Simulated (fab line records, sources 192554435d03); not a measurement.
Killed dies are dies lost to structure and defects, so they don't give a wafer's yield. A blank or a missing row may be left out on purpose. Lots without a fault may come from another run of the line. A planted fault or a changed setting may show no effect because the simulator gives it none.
Split-lot experiment | flow n5_finfet | 7 lots, 21 wafers read, on a route of 1938 steps

THE SPLIT
At N5_BEOL_M14_COAT_04 (resist thk 800 nm), the setting spin_rpm was moved away from the recipe's 1704 rpm on 4 of the 21 wafers read, by +3.1% to +9.3%. The other wafers ran this setting at the recipe's value.

FROM THE SPLIT TO THE READING: what the file shows between them, 4 steps
- N5_BEOL_M14_EBR_06
- N5_BEOL_M14_SOFTBAKE_05: time 60 s
- N5_BEOL_M14_DESCUM_15: chemistry O2, time 7.9 s
- N5_BEOL_M14_ETCH_59: etches BARC in N2/H2, target depth 89 nm, overetch 26.7 nm, time 67.9 s

THE READING
coat_of_BEOL_M14_COAT_04.thk_nm (the simulator's own value, which no gauge read), in nm, at N5_BEOL_M14_VIA_ETCH_16 (etches SiO2 in C4F8/O2/Ar, target depth 1231.3 nm). The file gives no usual value for it. The 17 wafers here that ran the recipe average 454.9 nm, standard deviation 6.6 nm.

wafer  | tool, chamber at the split | spin_rpm as run, rpm | against the recipe | coat_of_BEOL_M14_COAT_04.thk_nm, nm | against lot-mates on the recipe
L076.1 | litho_track-04, 0          | 1757                 | +3.1%              | 439.2                               | -11.6
L076.3 | litho_track-04, 0          | 1757                 | +3.1%              | 440.8                               | -10.0
L076.4 | litho_track-04, 0          | 1704                 | recipe             | 450.8                               | -
L079.2 | litho_track-03, 0          | 1704                 | recipe             | 457.8                               | -
L079.4 | litho_track-03, 0          | 1704                 | recipe             | 453.6                               | -
L079.6 | litho_track-03, 0          | 1704                 | recipe             | 454                                 | -
L080.4 | litho_track-04, 0          | 1775                 | +4.2%              | 433.8                               | -22.8
L080.5 | litho_track-04, 0          | 1704                 | recipe             | 452                                 | -
L080.6 | litho_track-04, 0          | 1704                 | recipe             | 461.2                               | -
L081.1 | litho_track-03, 0          | 1704                 | recipe             | 451                                 | -
L081.3 | litho_track-03, 0          | 1704                 | recipe             | 444.4                               | -
L081.6 | litho_track-03, 0          | 1704                 | recipe             | 445                                 | -
L089.1 | litho_track-03, 0          | 1862                 | +9.3%              | 408.6                               | -52.6
L089.4 | litho_track-03, 0          | 1704                 | recipe             | 462.2                               | -
L089.5 | litho_track-03, 0          | 1704                 | recipe             | 460.2                               | -
L093.1 | litho_track-02, 0          | 1704                 | recipe             | 456.4                               | -
L093.2 | litho_track-02, 0          | 1704                 | recipe             | 449                                 | -
L093.5 | litho_track-02, 0          | 1704                 | recipe             | 449.2                               | -
L094.1 | litho_track-03, 0          | 1704                 | recipe             | 458.8                               | -
L094.2 | litho_track-03, 0          | 1704                 | recipe             | 456.6                               | -
L094.4 | litho_track-03, 0          | 1704                 | recipe             | 471.6                               | -

THE FIT
A straight line over all 21 wafers: coat_of_BEOL_M14_COAT_04.thk_nm changes by -4.98 nm for each +1% of spin_rpm; r = -0.88; the points scatter about the line by 6.3 nm.
The same after taking each lot's own level away (the mean of its wafers on the recipe; 21 wafers): -5.36 nm for each +1%; r = -0.95; scatter 4.1 nm.
On that fit, the largest move of spin_rpm shifts the reading by 50 nm.
The lots' own levels span 446.80 to 462.33 nm, that is 2.3 times the standard deviation above.
So the lot-to-lot level changes the slope little: the two slopes agree.
Check: with one of the wafers moved furthest among these (+9.3%) left out of the fit, the line predicts -41.1 nm for it against its lot-mates. It came out at -52.6 nm against them.

OTHER SPLITS ON THESE WAFERS
These wafers also went through other splits before the reading. Each is held against what the fit with the lots' levels taken away leaves over:
other split on the same wafers | wafers away from the commonest value | r with coat_of_BEOL_M14_COAT_04.thk_nm (lot level and that fit taken away)
N5_BEOL_M11_EXPOSE_25 dose_mj  | 5                                    | +0.11
N5_BEOL_M11_ETCH_66 time_s     | 5                                    | -0.23
N5_BEOL_M11_CURE_72 time_s     | 5                                    | +0.21
N5_BEOL_M13_COAT_65 spin_rpm   | 10                                   | +0.30
N5_BEOL_M14_ILD_DEP_00 temp_c  | 6                                    | +0.47

THE WHOLE CHAIN: every reading that the file lists as answering this split, in the file's order
step                    | what it does                                                            | reading                                                                          | change (the file's fit)              | r (the file's)
N5_BEOL_M14_COAT_04     | resist thk 800 nm                                                       | coat_of_BEOL_M14_COAT_04.thk_nm (the simulator's own value, which no gauge read) | -3.81 nm for each +1% of the setting | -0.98
N5_BEOL_M14_ETCH_59     | etches BARC in N2/H2, target depth 89 nm, overetch 26.7 nm, time 67.9 s | coat_of_BEOL_M14_COAT_04.thk_nm (the simulator's own value, which no gauge read) | -3.47 nm for each +1% of the setting | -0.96
N5_BEOL_M14_VIA_ETCH_16 | etches SiO2 in C4F8/O2/Ar, target depth 1231.3 nm                       | coat_of_BEOL_M14_COAT_04.thk_nm (the simulator's own value, which no gauge read) | -5.45 nm for each +1% of the setting | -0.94

THE FILE'S OWN FIT
coat_of_BEOL_M14_COAT_04.thk_nm changes by -5.45 nm for each +1% of spin_rpm, r = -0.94.
